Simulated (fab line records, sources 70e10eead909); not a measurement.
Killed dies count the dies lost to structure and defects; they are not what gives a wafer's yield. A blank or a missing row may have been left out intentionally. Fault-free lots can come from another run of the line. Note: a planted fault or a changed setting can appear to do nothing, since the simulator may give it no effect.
Matching of chambers || flow nand_harc || 4 sister chambers for NHARC_P_CONTACT_ALD_22 on ald_metal-02
The step deposits TiN, target thk 3 nm, pulse time 1 s, ald cycles 150. 20 wafers are shown with their chamber, then 10 later ones without.

WAFERS PAIRED WITH THEIR CHAMBERS
{"wafer": "L074.2", "chamber": 1, "heater_power_w (W)": 1057, "precursor_pulse_height_rel": 1.008}
{"wafer": "L074.3", "chamber": 3, "heater_power_w (W)": 1308, "precursor_pulse_height_rel": 1.030}
{"wafer": "L074.6", "chamber": 0, "heater_power_w (W)": 1173, "precursor_pulse_height_rel": 1.017}
{"wafer": "L077.3", "chamber": 1, "heater_power_w (W)": 1080, "precursor_pulse_height_rel": 0.994}
{"wafer": "L077.4", "chamber": 0, "heater_power_w (W)": 1209, "precursor_pulse_height_rel": 1.013}
{"wafer": "L077.6", "chamber": 2, "heater_power_w (W)": 1012, "precursor_pulse_height_rel": 0.958}
{"wafer": "L079.1", "chamber": 0, "heater_power_w (W)": 1189, "precursor_pulse_height_rel": 0.971}
{"wafer": "L079.2", "chamber": 2, "heater_power_w (W)": 998, "precursor_pulse_height_rel": 0.961}
{"wafer": "L079.4", "chamber": 1, "heater_power_w (W)": 1041, "precursor_pulse_height_rel": 0.994}
{"wafer": "L080.4", "chamber": 3, "heater_power_w (W)": 1345, "precursor_pulse_height_rel": 1.005}
{"wafer": "L080.5", "chamber": 2, "heater_power_w (W)": 979, "precursor_pulse_height_rel": 1.016}
{"wafer": "L080.6", "chamber": 0, "heater_power_w (W)": 1197, "precursor_pulse_height_rel": 1.013}
{"wafer": "L082.1", "chamber": 1, "heater_power_w (W)": 1048, "precursor_pulse_height_rel": 1.002}
{"wafer": "L082.2", "chamber": 2, "heater_power_w (W)": 1002, "precursor_pulse_height_rel": 1.021}
{"wafer": "L082.4", "chamber": 3, "heater_power_w (W)": 1350, "precursor_pulse_height_rel": 0.978}
{"wafer": "L085.2", "chamber": 3, "heater_power_w (W)": 1336, "precursor_pulse_height_rel": 1.057}
{"wafer": "L085.3", "chamber": 2, "heater_power_w (W)": 1014, "precursor_pulse_height_rel": 0.994}
{"wafer": "L085.6", "chamber": 3, "heater_power_w (W)": 1315, "precursor_pulse_height_rel": 0.995}
{"wafer": "L087.2", "chamber": 1, "heater_power_w (W)": 1041, "precursor_pulse_height_rel": 1.001}
{"wafer": "L087.4", "chamber": 0, "heater_power_w (W)": 1186, "precursor_pulse_height_rel": 0.944}

SIGNATURES (means of the wafers above)
{"reading": "heater_power_w", "chamber 0": 1190.80, "chamber 1": 1053.40, "chamber 2": 1001.00, "chamber 3": 1330.80, "scatter within a chamber": 15.7}
{"reading": "precursor_pulse_height_rel", "chamber 0": 0.99160, "chamber 1": 0.99980, "chamber 2": 0.99000, "chamber 3": 1.01300, "scatter within a chamber": 0.0271}
Rule: distance of a wafer from a chamber = root of the sum over the readings of ((wafer's reading minus chamber's mean) / reading's scatter) squared. The wafer belongs to the nearest chamber; if the next one is less than 2 further off, it can't be placed. The scatter: take each reading less its chamber's mean, square it, sum over the shown wafers, divide by the number of wafers less the number of chambers, and take the root.

WAFERS WITHOUT THEIR CHAMBER
{"wafer": "L087.5", "heater_power_w (W)": 1342, "precursor_pulse_height_rel": 1.001}
{"wafer": "L088.1", "heater_power_w (W)": 1018, "precursor_pulse_height_rel": 0.991}
{"wafer": "L088.4", "heater_power_w (W)": 1034, "precursor_pulse_height_rel": 1.021}
{"wafer": "L088.5", "heater_power_w (W)": 1029, "precursor_pulse_height_rel": 0.981}
{"wafer": "L095.1", "heater_power_w (W)": 1044, "precursor_pulse_height_rel": 1.006}
{"wafer": "L095.2", "heater_power_w (W)": 1182, "precursor_pulse_height_rel": 0.993}
{"wafer": "L095.5", "heater_power_w (W)": 1028, "precursor_pulse_height_rel": 1.013}
{"wafer": "L097.2", "heater_power_w (W)": 1050, "precursor_pulse_height_rel": 1.011}
{"wafer": "L097.3", "heater_power_w (W)": 1171, "precursor_pulse_height_rel": 1.005}
{"wafer": "L097.5", "heater_power_w (W)": 1152, "precursor_pulse_height_rel": 1.002}

CHAMBER TAKEN BY EACH
{"wafer": "L087.5", "from the rows above": 3, "in truth": 3}
{"wafer": "L088.1", "from the rows above": "can't be placed: 2 or 1", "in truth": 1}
{"wafer": "L088.4", "from the rows above": "can't be placed: 1 or 2", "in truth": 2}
{"wafer": "L088.5", "from the rows above": "can't be placed: 1 or 2", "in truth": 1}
{"wafer": "L095.1", "from the rows above": 1, "in truth": 1}
{"wafer": "L095.2", "from the rows above": 0, "in truth": 0}
{"wafer": "L095.5", "from the rows above": "can't be placed: 1 or 2", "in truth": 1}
{"wafer": "L097.2", "from the rows above": 1, "in truth": 1}
{"wafer": "L097.3", "from the rows above": 0, "in truth": 0}
{"wafer": "L097.5", "from the rows above": 0, "in truth": 0}
6 of 10 placed correctly. These rows do not allow placing 4 (true chamber among the candidates in 4). Number placed wrongly: 0.
